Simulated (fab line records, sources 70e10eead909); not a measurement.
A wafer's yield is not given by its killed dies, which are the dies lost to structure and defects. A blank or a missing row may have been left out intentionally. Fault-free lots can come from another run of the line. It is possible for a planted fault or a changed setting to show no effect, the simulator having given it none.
A lot that was struck, set against a sound lot -- flow nandHarc -- 14 steps out of a route of 1159
Sound: wafers L652.1, L652.2, L652.4. Struck: wafer L656.3. (L656.5 of the same lot was not struck and is left out.) The cause comes at the end.
Per side, at each step with rows, come the tool, then ch with its chambers, and then its first start. Under that, the readings that differ: sound wafers -- struck wafers -- difference of the means -- sigmas: that difference in standard deviations of wafers without a fault.
alike: a reading whose means differ by less than 2 such deviations, as well as words and numbers matching on both sides. not compared: withheld readings; readings where some wafer has no value; bounds like >300 that might hide an equal value; numbers whose values overlap and for which the record gives no deviation.
Wherever a step has rows on one side only, a row that says differs or no value, or a row with sigmas, the two part there. Numbers that don't overlap but have no deviation are shown without sigmas and don't part them. Lack of a reading on every wafer of one side parts them only where that side has two or more wafers.

first, 5 steps without rows for these wafers: NHARC_A_STAIRCASE_EBR_05; NHARC_A_STAIRCASE_EXPOSE_06 (exposes mask STAIR); NHARC_A_STAIRCASE_PEB_07 (peb time 130 s); NHARC_A_STAIRCASE_DEVELOP_08 (time 140 s); NHARC_A_STAIRCASE_HARDBAKE_10 (time 140 s).
NHARC_A_STAIRCASE_DESCUM_11: chemistry O2, time 3 s.
  sound on rieDiel-09 ch 0,2,3, day 11 11:35; struck on rieDiel-11 ch 0, day 13 01:32
reading,sound,struck,difference,sigmas
drypumpMotorCurrentA (A),5.5 5.4 5.7,6.5,+1.0,+2
rfHoursCounterH (h),63 56 60,36,-24,
showerheadPlenumPTorr (Torr),1.92 1.88 1.80,2.06,+0.19,+2
  alike: mfcArSccm, oesProductAu, rfVppV, throttleValvePct
NHARC_A_STAIRCASE_TRIM_12: chemistry O2, time 211.2 s.
  sound on rieDiel-09 ch 0,2,3, day 11 11:41; struck on rieDiel-11 ch 2, day 13 01:43
reading,sound,struck,difference,sigmas
rfHoursCounterH (h),63 60 56,28,-32,
rfVppV (V),57.8 57.5 56.1,59.2,+2.1,+2
showerheadPlenumPTorr (Torr),3.53 3.33 3.47,3.79,+0.35,+2
  alike: drypumpMotorCurrentA, mfcArSccm, oesProductAu, throttleValvePct
NHARC_A_STAIRCASE_ETCH_13: etches the open film in C4F8/O2, target depth 100 nm, time 40.5 s.
  sound: rieDiel-09 ch 1,2,3; struck: rieDiel-11 ch 2
reading,sound,struck,difference,sigmas
rfHoursCounterH (h),61 60 63,28,-33,
  alike: oesProductAu, rfVppV
NHARC_A_STAIRCASE_TRIM_14: chemistry O2, time 211.2 s.
  sound: rieDiel-09 ch 0,1,2; struck: rieDiel-11 ch 1
reading,sound,struck,difference,sigmas
rfHoursCounterH (h),60 63 56,34,-26,
  alike: drypumpMotorCurrentA, mfcArSccm, oesProductAu, rfVppV, showerheadPlenumPTorr, throttleValvePct
then, 1 step without rows for these wafers: NHARC_A_STAIRCASE_ETCH_15 (etches the open film in C4F8/O2, target depth 100 nm, time 40.5 s).
NHARC_A_STAIRCASE_TRIM_16: chemistry O2, time 211.2 s.
  sound: rieDiel-09 ch 1,2,3; struck: rieDiel-11 ch 2
reading,sound,struck,difference,sigmas
rfHoursCounterH (h),64 61 60,28,-34,
  alike: drypumpMotorCurrentA, mfcArSccm, oesProductAu, rfVppV, showerheadPlenumPTorr, throttleValvePct
NHARC_A_STAIRCASE_ETCH_17: etches the open film in C4F8/O2, target depth 100 nm, time 40.5 s.
  sound on rieDiel-09 ch 0,1,2, day 11 12:28; struck on rieDiel-11 ch 3, day 13 02:19
reading,sound,struck,difference,sigmas
oesProductAu (a.u.),0.949 0.931 0.925,1.084,+0.149,+11
rfHoursCounterH (h),64 60 57,28,-32,
  alike: rfVppV
then, 1 step without rows for these wafers: NHARC_A_STAIRCASE_TRIM_18 (chemistry O2, time 211.2 s).
-- break in the record here, with 9 days between the starts of the struck wafers on either side (left off in module A_STAIRCASE, picked up again in module END, where the first step shown is number 1159 on the route) --
NHARC_END_SORT_01:
  sound on prober-01 ch 0, day 20 08:01; struck on prober-02 ch 0, day 21 18:31
reading,sound,struck,difference,sigmas
killedAtArray,27 36 40,673,+639,+58
killedDies,30 40 43,674,+636,+58
  alike: killedAtOther, killedAtPeriphery, killedOpen, killedShort

WHERE THEY PART
Last at NHARC_END_SORT_01 as far as this record goes, first at NHARC_A_STAIRCASE_DESCUM_11.

WHY: whatever the simulator had introduced
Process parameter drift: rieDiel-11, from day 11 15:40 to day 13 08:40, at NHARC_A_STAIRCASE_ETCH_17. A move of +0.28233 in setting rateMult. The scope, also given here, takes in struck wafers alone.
